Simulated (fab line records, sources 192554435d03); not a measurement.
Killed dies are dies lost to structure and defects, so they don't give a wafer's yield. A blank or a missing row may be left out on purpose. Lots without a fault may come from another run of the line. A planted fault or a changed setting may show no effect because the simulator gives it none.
Which tool did it? | flow n5_finfet | 9 lots, 27 wafers sampled, at 1 step of a route of 1938

WHAT THE GAUGES READ, wafer by wafer
N5_BEOL_M4_RC_MEAS_101.
lot  | measured     | on        | DIBL_N (mV/V)
L170 | day 9 22:12  | prober-02 | 34.0 36.4 33.7
L172 | day 9 22:29  | prober-01 | 34.8 35.2 36.5
L171 | day 10 14:41 | prober-01 | 33.6 34.9 34.4
L179 | day 12 01:58 | prober-02 | 34.2 34.5 33.9
L182 | day 12 16:12 | prober-02 | 36.3 37.0 35.9
L184 | day 12 17:07 | prober-01 | 35.2 33.5 33.7
L185 | day 13 18:06 | prober-01 | 36.0 35.0 32.7
L187 | day 13 21:32 | prober-02 | 34.2 32.6 33.4
L186 | day 14 03:51 | prober-01 | 35.2 36.2 37.1

WHICH TOOL RAN EACH LOT (tool, then ch and the chambers of the sampled wafers, then the start)
The record holds no process step before these readings.

THE ANSWER, worked out from the rows above alone
Rule: what is usual is taken from the lots themselves. Put in order of their means at a reading, lots are off if they are a third of the lots or fewer, leave a main group of 4 or more, and stand apart from it by a gap of 3 or more times the standard deviation of the main group's means; of several such gaps the widest counts. A main group whose means are all the same, to the digits that the tables above print for the reading, isn't used. A lot without any number at a reading at which 4 lots or more have one is off too. The other lots that the step has rows for count as sound.
No lot is off at any reading shown: from this, nothing can be told.

WHAT THE SIMULATOR HAD PUT IN
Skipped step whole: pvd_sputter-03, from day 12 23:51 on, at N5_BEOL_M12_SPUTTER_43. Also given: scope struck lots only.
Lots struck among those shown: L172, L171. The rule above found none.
